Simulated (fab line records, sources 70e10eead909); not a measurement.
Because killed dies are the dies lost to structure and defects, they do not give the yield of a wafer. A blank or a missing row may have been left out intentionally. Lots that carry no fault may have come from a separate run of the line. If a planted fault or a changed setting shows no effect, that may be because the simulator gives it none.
Chamber matching / flow nand_harc / 4 sister chambers for NHARC_P_GATE_DESCUM_31 on rie_diel-04
The step chemistry O2, time 3 s. 14 wafers are shown with their chamber, then 7 later ones without.

## EACH WAFER AND ITS CHAMBER
wafer=L075.1; chamber=0; drypump_motor_current_A (A)=5.8; oes_product_au (a.u.)=1.002; rf_vpp_V (V)=57.1
wafer=L075.2; chamber=2; drypump_motor_current_A (A)=5.3; oes_product_au (a.u.)=0.987; rf_vpp_V (V)=56.5
wafer=L075.5; chamber=1; drypump_motor_current_A (A)=5.5; oes_product_au (a.u.)=0.983; rf_vpp_V (V)=56.3
wafer=L078.1; chamber=3; drypump_motor_current_A (A)=5.5; oes_product_au (a.u.)=0.992; rf_vpp_V (V)=57.7
wafer=L078.2; chamber=1; drypump_motor_current_A (A)=5.6; oes_product_au (a.u.)=0.983; rf_vpp_V (V)=57.7
wafer=L078.5; chamber=2; drypump_motor_current_A (A)=5.3; oes_product_au (a.u.)=0.992; rf_vpp_V (V)=56.8
wafer=L083.2; chamber=3; drypump_motor_current_A (A)=5.4; oes_product_au (a.u.)=0.983; rf_vpp_V (V)=57.0
wafer=L083.5; chamber=3; drypump_motor_current_A (A)=5.4; oes_product_au (a.u.)=0.987; rf_vpp_V (V)=57.0
wafer=L083.6; chamber=0; drypump_motor_current_A (A)=5.8; oes_product_au (a.u.)=0.996; rf_vpp_V (V)=60.1
wafer=L085.1; chamber=2; drypump_motor_current_A (A)=5.3; oes_product_au (a.u.)=1.004; rf_vpp_V (V)=56.9
wafer=L085.2; chamber=3; drypump_motor_current_A (A)=5.5; oes_product_au (a.u.)=0.984; rf_vpp_V (V)=56.9
wafer=L085.6; chamber=3; drypump_motor_current_A (A)=5.5; oes_product_au (a.u.)=0.984; rf_vpp_V (V)=57.8
wafer=L090.1; chamber=2; drypump_motor_current_A (A)=5.3; oes_product_au (a.u.)=1.000; rf_vpp_V (V)=58.1
wafer=L090.3; chamber=0; drypump_motor_current_A (A)=5.8; oes_product_au (a.u.)=1.023; rf_vpp_V (V)=57.6

SIGNATURES (averages over the wafers above)
reading=drypump_motor_current_A; chamber 0=5.800; chamber 1=5.550; chamber 2=5.300; chamber 3=5.460; scatter within a chamber=0.0412
reading=oes_product_au; chamber 0=1.00700; chamber 1=0.98300; chamber 2=0.99575; chamber 3=0.98600; scatter within a chamber=0.00795
reading=rf_vpp_V; chamber 0=58.267; chamber 1=57.000; chamber 2=57.075; chamber 3=57.280; scatter within a chamber=0.916
Rule: for a wafer and a chamber, the distance is found by dividing, reading by reading, the gap between the wafer's reading and the chamber's mean by the reading's scatter, squaring, summing and taking the root. If the next closest chamber is less than 2 further off than the closest, the wafer can't be placed; otherwise it belongs to the closest. The scatter is the square root of a quotient: the sum, over the shown wafers, of each reading's squared deviation from its chamber's mean, divided by wafers minus chambers.

## WAFERS WITHOUT THEIR CHAMBER
wafer=L090.5; drypump_motor_current_A (A)=5.8; oes_product_au (a.u.)=1.023; rf_vpp_V (V)=58.1
wafer=L093.1; drypump_motor_current_A (A)=5.5; oes_product_au (a.u.)=1.001; rf_vpp_V (V)=58.1
wafer=L093.4; drypump_motor_current_A (A)=5.5; oes_product_au (a.u.)=0.984; rf_vpp_V (V)=56.6
wafer=L093.6; drypump_motor_current_A (A)=5.4; oes_product_au (a.u.)=0.987; rf_vpp_V (V)=58.9
wafer=L095.1; drypump_motor_current_A (A)=5.6; oes_product_au (a.u.)=0.994; rf_vpp_V (V)=55.9
wafer=L095.4; drypump_motor_current_A (A)=5.3; oes_product_au (a.u.)=1.003; rf_vpp_V (V)=58.3
wafer=L095.5; drypump_motor_current_A (A)=5.8; oes_product_au (a.u.)=1.004; rf_vpp_V (V)=58.4

## EACH ONE'S CHAMBER
wafer=L090.5; from the rows above=0; in truth=0
wafer=L093.1; from the rows above=can't be placed: 3 or 1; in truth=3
wafer=L093.4; from the rows above=can't be placed: 3 or 1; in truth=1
wafer=L093.6; from the rows above=can't be placed: 3 or 2 or 1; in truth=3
wafer=L095.1; from the rows above=can't be placed: 1 or 3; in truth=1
wafer=L095.4; from the rows above=2; in truth=2
wafer=L095.5; from the rows above=0; in truth=0
Correct placement for 3 of the 7. These rows do not allow placing 4 (true chamber among the candidates in 4). 0 placed wrongly.
